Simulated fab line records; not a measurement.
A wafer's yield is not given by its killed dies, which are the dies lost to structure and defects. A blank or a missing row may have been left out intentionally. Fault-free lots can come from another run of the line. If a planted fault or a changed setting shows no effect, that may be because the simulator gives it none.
Matching of chambers / flow nand-harc / 4 sister chambers for NHARC_P_CONTACT_CMP_24 on cmp-01
The step polishes, t overpolish 30 s, target thk 200 nm. 4 wafers are shown with their chamber, then 10 later ones without.

WAFERS WITH THEIR CHAMBER
wafer=L078.3; chamber=0; motor-current-A (A)=12.4
wafer=L083.2; chamber=2; motor-current-A (A)=11.4
wafer=L085.1; chamber=3; motor-current-A (A)=12.3
wafer=L085.4; chamber=1; motor-current-A (A)=13.9

WAFERS WHOSE CHAMBER IS MISSING
wafer=L085.6; motor-current-A (A)=11.7
wafer=L087.3; motor-current-A (A)=11.5
wafer=L087.4; motor-current-A (A)=10.8
wafer=L087.5; motor-current-A (A)=11.4
wafer=L092.1; motor-current-A (A)=11.3
wafer=L092.4; motor-current-A (A)=11.7
wafer=L092.6; motor-current-A (A)=10.6
wafer=L094.1; motor-current-A (A)=12.5
wafer=L094.2; motor-current-A (A)=11.3
wafer=L094.5; motor-current-A (A)=11.6

THE CHAMBER EACH PASSED THROUGH
wafer=L085.6; from the rows above=can't be placed: 2 or 3 or 0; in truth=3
wafer=L087.3; from the rows above=can't be placed: 2 or 3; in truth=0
wafer=L087.4; from the rows above=2; in truth=2
wafer=L087.5; from the rows above=2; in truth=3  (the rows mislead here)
wafer=L092.1; from the rows above=2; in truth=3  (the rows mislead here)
wafer=L092.4; from the rows above=can't be placed: 2 or 3 or 0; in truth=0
wafer=L092.6; from the rows above=2; in truth=2
wafer=L094.1; from the rows above=can't be placed: 0 or 3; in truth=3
wafer=L094.2; from the rows above=2; in truth=2
wafer=L094.5; from the rows above=can't be placed: 2 or 3 or 0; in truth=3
Correctly placed: 3 of 10. These rows do not allow placing 5 (true chamber among the candidates in 4). 2 placed wrongly.
How it was worked out, from the rows above alone: a wafer's distance from a chamber is the root of the sum, over the readings, of the square of ((its reading less the chamber's mean) divided by the reading's scatter). If the next closest chamber is less than 2 further off than the closest, the wafer can't be placed; otherwise it belongs to the closest. A chamber's mean is the mean of its shown wafers. The scatter (one wafer shown for each chamber): square how far every hidden wafer sits from the nearest shown wafer, average those squares and take the square root.
